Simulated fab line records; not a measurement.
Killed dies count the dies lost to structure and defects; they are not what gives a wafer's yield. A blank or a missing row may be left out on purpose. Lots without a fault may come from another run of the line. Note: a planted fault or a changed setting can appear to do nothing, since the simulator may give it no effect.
A struck lot beside a sound one + flow n5-finfet + 16 steps out of a route of 1938
Sound: these wafers, L493.1, L493.3, L493.5. Struck: wafer L506.5 (left out: L506.1, L506.4 of the same lot, which were not struck); the cause appears at the end.
Each step with rows lists, per side, the tool, then ch with its chambers, then its first start. Under that, the readings that differ: sound wafers + struck wafers + difference of the means + sigmas: that difference in standard deviations of wafers without a fault.
alike: a reading whose means differ by less than 2 such deviations, as well as words and numbers matching on both sides. not compared: withheld readings; readings where some wafer has no value; bounds like >300 that might hide an equal value; numbers whose values overlap and for which the record gives no deviation.
A row with sigmas, a row that says differs or no value, or rows on one side alone: a step with any of these is where the two part. Non-overlapping numbers with no deviation appear without sigmas and do not part them. A reading that every wafer of one side lacks parts them only if that side has two wafers or more.

first, 1 step without rows for these wafers: N5_STI_FIN_REVEAL_DENSIFY_02 (time 1800 s).
N5_STI_FIN_REVEAL_CMP_04: polishes, stops on Si3N4, t overpolish 4 s, target thk 131.83 nm.
  sound on cmp-03 ch 1,3, day 3 03:57; struck on cmp-01 ch 1, day 6 09:17
| reading                      | sound             | struck | difference | sigmas |
|------------------------------|-------------------|--------|------------|--------|
| retaining-ring-pressure-frac | 1.005 1.001 0.999 | 1.013  | +0.011     | +2     |
  alike: motor-current-A, overpolish-run-s, time-to-endpoint-s
N5_STI_FIN_REVEAL_THK_MEAS_05:
  sound on film-metro-02, day 3 04:15; struck on film-metro-01, day 6 09:35
  alike: thk-nm
N5_STI_FIN_REVEAL_DENSIFY_30:
  sound on rtp-anneal-01 ch 0, day 3 04:16; struck on rtp-anneal-02 ch 0, day 6 09:37
| reading            | sound             | struck | difference | sigmas |
|--------------------|-------------------|--------|------------|--------|
| lamp-power-pct (%) | 11.56 11.53 11.58 | 11.44  | -0.12      | -2     |
  alike: lamp_zone_5_pct
  not compared: wafer_temp_C_max
N5_STI_FIN_REVEAL_ETCHBACK_08: etches SiO2 in C4F6/O2, target depth 30.5 nm, time 10.167 s.
  sound on rie-diel-01 ch 0,1,2, day 3 04:29; struck on rie-diel-01 ch 3, day 6 09:52
  alike: drypump-motor-current-A, oes-product-au, rf-vpp-V, showerhead-plenum-p-Torr, throttle-valve-pct
  not compared: rf-hours-counter-h
N5_STI_FIN_REVEAL_STRIP_24: strips in N2/H2, time 90 s.
  sound on rie-diel-01 ch 0,1,2, day 3 04:31; struck on rie-diel-01 ch 3, day 6 09:55
  alike: drypump-motor-current-A, n2-flow-sccm, oes-product-au, rf-vpp-V, showerhead-plenum-p-Torr, throttle-valve-pct
  not compared: rf-hours-counter-h
then, 4 steps without rows for these wafers: N5_STI_FIN_REVEAL_PRECLEAN_25 (cleans in SPM, time 90 s); N5_STI_FIN_REVEAL_PRECLEAN_26 (cleans in SC1, time 45 s); N5_STI_FIN_REVEAL_PRECLEAN_29 (cleans in DHF, time 30 s); N5_STI_FIN_REVEAL_SRD_12 (time 30 s).
N5_STI_FIN_REVEAL_RECESS_09: chemistry HF/NH3, target SiO2, afs cycles 11, target depth 42.5 nm, sublimation time 60 s.
  sound on vapor-etch-02 ch 0,1, day 3 04:44; struck on vapor-etch-02 ch 0, day 6 10:07
  alike: drypump-motor-current-A, sublimation-temp-c
then, 1 step without rows for these wafers: N5_STI_FIN_REVEAL_STRIP_16 (strips SiNx in H3PO4, target depth 23.8 nm).
N5_STI_FIN_REVEAL_PRECLEAN_17: cleans in NF3:NH3, afs cycles 1, time 20 s, sublimation time 60 s.
  sound on remote-plasma-01 ch 0, day 3 06:52; struck on remote-plasma-02 ch 1, day 6 12:01
| reading    | sound    | struck | difference | sigmas |
|------------|----------|--------|------------|--------|
| time-s (s) | 20 20 20 | 22.461 | +2.461     |        |
  alike: sublimation-temp-c
then, 1 step without rows for these wafers: N5_STI_FIN_REVEAL_ETCH_34 (etches Si in H2, material Si, target depth 0.97 nm).
-- a jump in the record: the struck wafers' starts before and after are 6 days apart (it breaks off in module STI_FIN_REVEAL and resumes in module BEOL_M4, where the first step shown is number 1111 of the route) --
N5_BEOL_M4_RC_MEAS_101:
  sound on prober-01 ch 0, day 9 03:01; struck on prober-01 ch 0, day 12 11:23
| reading       | sound          | struck | difference | sigmas |
|---------------|----------------|--------|------------|--------|
| SS_P (mV/dec) | 73.1 74.2 73.8 | 75.1   | +1.4       | +2     |
  alike: DIBL_N, DIBL_P, IOFF_N, IOFF_P, ION_N, ION_P, SS_N, VT_N, VT_P
N5_PASSIVATION_PROBE_49:
  the record has rows for the sound wafers here (prober-02, day 13 14:43) and none for the struck ones

== WHERE THEY PART ==
First at N5_STI_FIN_REVEAL_CMP_04; last, within this record, at N5_PASSIVATION_PROBE_49.

WHY: whatever the simulator had introduced
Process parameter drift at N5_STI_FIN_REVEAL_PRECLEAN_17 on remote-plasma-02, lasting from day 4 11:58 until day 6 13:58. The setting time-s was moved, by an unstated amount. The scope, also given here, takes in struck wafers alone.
